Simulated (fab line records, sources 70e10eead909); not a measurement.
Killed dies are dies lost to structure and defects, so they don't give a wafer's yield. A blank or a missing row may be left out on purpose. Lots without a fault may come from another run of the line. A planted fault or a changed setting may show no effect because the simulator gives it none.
Chamber matching | flow nand_harc | NHARC_THIN_TSV_ETCHBACK_48 on rie_diel-12: 4 sister chambers
The step etches the open film in C4F8/Ar, target depth 1028.5 nm, time 405.17 s. 4 wafers are shown with their chamber, then 7 later ones without.

WAFERS WITH THEIR CHAMBER
wafer  | chamber | rf_vpp_V (V)
L129.2 | 0       | 549.5
L129.5 | 2       | 544.3
L131.1 | 3       | 548.9
L131.3 | 1       | 547.6

WAFERS WITHOUT THEIR CHAMBER
wafer  | rf_vpp_V (V)
L131.5 | 543.1
L130.1 | 547.1
L130.2 | 546.9
L130.4 | 548.8
L134.4 | 543.8
L134.5 | 546.4
L134.6 | 547.2

WHICH CHAMBER EACH WENT THROUGH
wafer  | from the rows above          | in truth
L131.5 | 2                            | 2
L130.1 | can't be placed: 1 or 3      | 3
L130.2 | can't be placed: 1 or 3      | 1
L130.4 | can't be placed: 3 or 0 or 1 | 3
L134.4 | 2                            | 2
L134.5 | can't be placed: 1 or 2 or 3 | 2
L134.6 | can't be placed: 1 or 3      | 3
Placed correctly: 2 of 7. Can't be placed from these rows: 5 (the true chamber is among the candidates in 5). Placed wrongly: 0.
How it was worked out, from the rows above alone: a wafer's distance from a chamber is the root of the sum, over the readings, of the square of ((its reading less the chamber's mean) divided by the reading's scatter). The wafer belongs to the nearest chamber; if the next one is less than 2 further off, it can't be placed. A chamber's mean is the mean of its shown wafers. The scatter: with one shown wafer a chamber, the root of the mean of the squares of how far each hidden wafer lies from its nearest shown one.
